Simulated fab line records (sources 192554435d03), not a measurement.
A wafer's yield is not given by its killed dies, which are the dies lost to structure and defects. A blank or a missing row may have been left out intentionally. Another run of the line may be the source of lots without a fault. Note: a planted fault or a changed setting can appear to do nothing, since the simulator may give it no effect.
Chamber matching	flow n5Finfet	N5_BEOL_M10_ETCH_65 on rieDiel-02 has 4 sister chambers
The step etches SiARC in CF4, target depth 39 nm, time 65 s. 8 wafers are shown with their chamber, then 7 later ones without.

## WAFERS WITH THEIR CHAMBER
wafer	chamber	etchRfOnTimeS (s)	oesProductAu (a.u.)
L077.6	0	66.3	0.59
L082.3	0	66.9	0.59
L081.5	1	67.7	0.58
L081.6	3	63.6	0.62
L085.1	1	66.3	0.81
L085.6	2	64.0	0.82
L086.1	3	62.6	0.60
L086.3	2	64.7	0.81

## WAFERS WHOSE CHAMBER IS MISSING
wafer	etchRfOnTimeS (s)	oesProductAu (a.u.)
L086.5	66.5	0.80
L088.1	62.7	0.61
L088.3	66.9	0.80
L088.4	65.1	0.81
L095.1	63.4	0.59
L095.3	66.2	0.78
L095.4	66.8	0.76

## THE CHAMBER EACH PASSED THROUGH
wafer	from the rows above	in truth
L086.5	can't be placed: 1 or 0 or 2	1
L088.1	3	3
L088.3	can't be placed: 1 or 0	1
L088.4	2	2
L095.1	3	3
L095.3	can't be placed: 1 or 0 or 2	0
L095.4	can't be placed: 1 or 0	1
Correctly placed: 3 of 7. These rows do not allow placing 4 (true chamber among the candidates in 4). Placed wrongly: 0.
How it was worked out, from the rows above alone: a wafer's distance from a chamber is the root of the sum, over the readings, of the square of ((its reading less the chamber's mean) divided by the reading's scatter). The wafer belongs to the nearest chamber; if the next one is less than 2 further off, it can't be placed. For every chamber, the mean is computed from those of its wafers that are shown. How the scatter is found: for the shown wafers, subtract from each reading the mean of its chamber, square and add these, divide the total by (wafers less chambers), then take the root.
